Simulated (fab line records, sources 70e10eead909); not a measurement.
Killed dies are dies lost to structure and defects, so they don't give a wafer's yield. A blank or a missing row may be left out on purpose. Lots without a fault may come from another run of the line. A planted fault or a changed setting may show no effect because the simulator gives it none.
Which tool did it? | flow nand_harc | 14 lots, 40 wafers sampled, at 6 steps of a route of 1159

WHAT THE GAUGES READ, wafer by wafer
NHARC_A_ONON_D1_THK_MEAS_21: measures by ellipsometry.
lot  | measured     | on            | thk_nm (nm)
L287 | day 7 21:17  | film_metro-02 | 994 994 993
L289 | day 8 06:43  | film_metro-01 | 1018 1018 1019
L288 | day 8 06:46  | film_metro-02 | 1006 1006 1006
L291 | day 8 14:07  | film_metro-02 | 996 997 995
L292 | day 9 09:39  | film_metro-01 | 1009 1011
L297 | day 10 12:01 | film_metro-02 | 1022 1023
L299 | day 11 05:34 | film_metro-02 | 1012 1013 1015
L301 | day 11 21:16 | film_metro-01 | 1001 1002 1001
L302 | day 11 21:16 | film_metro-02 | 992 995 995
L305 | day 12 00:46 | film_metro-01 | 1012 1013 1014
L304 | day 12 00:46 | film_metro-02 | 993 994 993
L307 | day 12 22:04 | film_metro-02 | 989 991 991
L310 | day 13 05:07 | film_metro-02 | 998 1001 1000
L309 | day 13 10:45 | film_metro-02 | 999 998 999

NHARC_A_ONON_D1_THK_MEAS_27: measures by ellipsometry.
lot  | measured     | on            | thk_nm (nm)
L287 | day 7 22:52  | film_metro-01 | 997 1001 1001
L289 | day 8 07:51  | film_metro-02 | 997 998 997
L288 | day 8 07:55  | film_metro-01 | 993 993 993
L291 | day 8 15:15  | film_metro-02 | 1012 1011 1012
L292 | day 9 10:48  | film_metro-01 | 997 997
L297 | day 10 13:10 | film_metro-01 | 1016 1014
L299 | day 11 06:43 | film_metro-02 | 1002 999 1000
L301 | day 11 22:23 | film_metro-02 | 988 989 987
L302 | day 11 22:24 | film_metro-01 | 1002 1001 1000
L305 | day 12 01:53 | film_metro-01 | 1016 1014 1015
L304 | day 12 02:09 | film_metro-01 | 985 985 985
L307 | day 12 23:12 | film_metro-02 | 995 994 994
L310 | day 13 06:16 | film_metro-02 | 1009 1008 1010
L309 | day 13 11:53 | film_metro-01 | 984 985 986

NHARC_A_ONON_D1_THK_MEAS_30: measures by ellipsometry.
lot  | measured     | on            | thk_nm (nm)
L287 | day 7 23:26  | film_metro-02 | 1011 1008 1010
L289 | day 8 08:25  | film_metro-01 | 989 987 990
L288 | day 8 08:29  | film_metro-02 | 989 988 986
L291 | day 8 15:49  | film_metro-01 | 1012 1013 1013
L292 | day 9 11:22  | film_metro-02 | 1920 994
L297 | day 10 13:44 | film_metro-02 | 1936 1011
L299 | day 11 07:18 | film_metro-01 | 984 984 985
L301 | day 11 22:58 | film_metro-02 | 1003 1005 1005
L302 | day 11 22:58 | film_metro-01 | 994 996 996
L305 | day 12 02:30 | film_metro-02 | 1017 1020 1018
L304 | day 12 02:43 | film_metro-02 | 1014 1013 1013
L307 | day 12 23:46 | film_metro-02 | 1004 1001 1003
L310 | day 13 06:50 | film_metro-01 | 1002 999 1000
L309 | day 13 12:27 | film_metro-01 | 996 998 997

NHARC_END_SORT_01.
lot  | measured     | on        | killed_at_array | killed_at_other | killed_at_periphery | killed_dies | killed_open | killed_short
L292 | day 21 13:41 | prober-02 | 670 18          | 3 1             | 4 3                 | 677 22      | 2 3         | 2 7

WHICH TOOL RAN EACH LOT (tool, then ch and the chambers of the sampled wafers, then the start)
lot  | NHARC_A_ONON_D1_DEP_28           | NHARC_A_ONON_D1_DEP_33
L287 | pecvd_onon-02 ch 0, day 7 22:55  | pecvd-04 ch 1,2, day 7 23:29
L289 | pecvd_onon-02 ch 0, day 8 07:54  | pecvd-01 ch 0,2, day 8 08:31
L288 | pecvd_onon-01 ch 0, day 8 08:02  | pecvd-02 ch 0,1, day 8 08:32
L291 | pecvd_onon-01 ch 0, day 8 15:22  | pecvd-04 ch 0,1,2, day 8 15:52
L292 | pecvd_onon-02 ch 0, day 9 10:55  | pecvd-01 ch 1,2, day 9 11:38
L297 | pecvd_onon-02 ch 0, day 10 13:16 | pecvd-02 ch 1,2, day 10 13:47
L299 | pecvd_onon-01 ch 0, day 11 06:49 | pecvd-04 ch 1,2, day 11 07:37
L301 | pecvd_onon-01 ch 0, day 11 22:31 | pecvd-04 ch 0,1,2, day 11 23:01
L302 | pecvd_onon-03 ch 0, day 11 22:28 | pecvd-01 ch 0,2, day 11 23:02
L305 | pecvd_onon-01 ch 0, day 12 01:59 | pecvd-04 ch 0,2, day 12 02:34
L304 | pecvd_onon-03 ch 0, day 12 02:12 | pecvd-02 ch 0,1,2, day 12 02:50
L307 | pecvd_onon-03 ch 0, day 12 23:16 | pecvd-04 ch 0,2, day 12 23:50
L310 | pecvd_onon-03 ch 0, day 13 06:19 | pecvd-04 ch 0,1,2, day 13 07:09
L309 | pecvd_onon-03 ch 0, day 13 11:56 | pecvd-02 ch 0,2, day 13 12:33
- NHARC_A_ONON_D1_DEP_28: target thk 1000 nm.
- NHARC_A_ONON_D1_DEP_33: deposits SiO2, target thk 200 nm.

WHAT THE TOOLS THEMSELVES READ (means of the sampled wafers that have a number; where no wafer has one, the mark that the record gives instead)
NHARC_A_ONON_D1_DEP_28.
lot  | tool          | n2o_flow_sccm (sccm)
L287 | pecvd_onon-02 | 1992
L289 | pecvd_onon-02 | 1999
L288 | pecvd_onon-01 | 2003
L291 | pecvd_onon-01 | 2005
L292 | pecvd_onon-02 | 2002
L297 | pecvd_onon-02 | 2000
L299 | pecvd_onon-01 | 2004
L301 | pecvd_onon-01 | 1994
L302 | pecvd_onon-03 | 2006
L305 | pecvd_onon-01 | 1995
L304 | pecvd_onon-03 | 1994
L307 | pecvd_onon-03 | 1987
L310 | pecvd_onon-03 | 2011
L309 | pecvd_onon-03 | 2002

NHARC_A_ONON_D1_DEP_33.
lot  | tool     | heater_power_w (W) | rf_fwd_power_W (W) | throttle_valve_pct (%)
L287 | pecvd-04 | 513                | 897.2              | 16.0
L289 | pecvd-01 | 516                | 897.3              | 16.5
L288 | pecvd-02 | 389                | 898.4              | 16.0
L291 | pecvd-04 | 602                | 896.8              | 15.8
L292 | pecvd-01 | 640                | 898.2              | 15.8
L297 | pecvd-02 | 550                | 899.3              | 16.0
L299 | pecvd-04 | 580                | 896.1              | 15.7
L301 | pecvd-04 | 563                | 895.7              | 15.8
L302 | pecvd-01 | 509                | 898.4              | 16.7
L305 | pecvd-04 | 555                | 899.2              | 15.5
L304 | pecvd-02 | 475                | 899.6              | 16.2
L307 | pecvd-04 | 629                | 898.6              | 15.6
L310 | pecvd-04 | 538                | 897.6              | 15.8
L309 | pecvd-02 | 426                | 895.2              | 15.9

THE ANSWER, worked out from the rows above alone
Rule: what is usual is taken from the lots themselves. Put in order of their means at a reading, lots are off if they are a third of the lots or fewer, leave a main group of 4 or more, and stand apart from it by a gap of 3 or more times the standard deviation of the main group's means; of several such gaps the widest counts. A main group whose means are all the same, to the digits that the tables above print for the reading, isn't used. A lot without any number at a reading at which 4 lots or more have one is off too. The other lots that the step has rows for count as sound. The gauges are gone through in route order, then the tools' own readings, and for those a lot's mean is taken as printed above. The first step at which some lot is off is used, and at that step the reading that is off furthest; a lot without a number counts as furthest.
Off: L292, L297, at NHARC_A_ONON_D1_THK_MEAS_30 (thk_nm). The main group: mean 1001 nm, standard deviation 11.
A tool fits if, at a process step before that reading, it ran every lot that is off, and no sound lot after the first of them. The gauges at NHARC_A_ONON_D1_THK_MEAS_30 are tried like those tools. One fits: pecvd_onon-02 at NHARC_A_ONON_D1_DEP_28. Its last sound lot is L289 (day 8 07:54), its first lot that is off L292 (day 9 10:55): a fault that began between those two fits.

WHAT THE SIMULATOR HAD PUT IN
Process parameter drift: pecvd_onon-02, from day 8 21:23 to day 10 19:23, at NHARC_A_ONON_D1_DEP_28. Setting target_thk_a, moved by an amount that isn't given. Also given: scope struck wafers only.
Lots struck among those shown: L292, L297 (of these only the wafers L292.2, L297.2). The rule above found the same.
